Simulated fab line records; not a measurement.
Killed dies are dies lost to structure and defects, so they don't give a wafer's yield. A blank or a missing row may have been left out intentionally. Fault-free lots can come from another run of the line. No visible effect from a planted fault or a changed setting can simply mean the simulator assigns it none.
Matching of chambers    flow nandHarc    4 sister chambers for NHARC_A_STAIRCASE_ALD_420 on aldHk-04
The step deposits SiO2, target thk 20 nm, pulse time 6 s, ald cycles 200. 4 wafers are shown with their chamber, then 10 later ones without.

== WAFERS PAIRED WITH THEIR CHAMBERS ==
wafer   chamber  heaterPowerW (W)
L083.5  3        449
L087.3  0        502
L088.3  2        462
L088.4  1        427

== WAFERS WHOSE CHAMBER IS MISSING ==
wafer   heaterPowerW (W)
L088.6  448
L090.2  458
L090.3  402
L090.5  397
L091.3  465
L091.4  492
L091.6  455
L093.4  405
L093.5  459
L093.6  398

== WHICH CHAMBER EACH WENT THROUGH ==
wafer   from the rows above           in truth
L088.6  can't be placed: 3 or 2 or 1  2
L090.2  can't be placed: 2 or 3 or 1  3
L090.3  can't be placed: 1 or 3       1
L090.5  can't be placed: 1 or 3       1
L091.3  can't be placed: 2 or 3 or 0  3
L091.4  can't be placed: 0 or 2 or 3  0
L091.6  can't be placed: 3 or 2 or 1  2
L093.4  can't be placed: 1 or 3       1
L093.5  can't be placed: 2 or 3 or 1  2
L093.6  can't be placed: 1 or 3       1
Correct placement for 0 of the 10. Cannot be placed on the basis of these rows: 10; the candidates contain the true chamber in 10. Number placed wrongly: 0.
How it was worked out, from the rows above alone: a wafer's distance from a chamber is the root of the sum, over the readings, of the square of ((its reading less the chamber's mean) divided by the reading's scatter). If the next closest chamber is less than 2 further off than the closest, the wafer can't be placed; otherwise it belongs to the closest. The mean given for a chamber averages the wafers shown for that chamber. The scatter: root of mean squared gap, hidden wafer to nearest shown wafer, with one shown wafer a chamber.
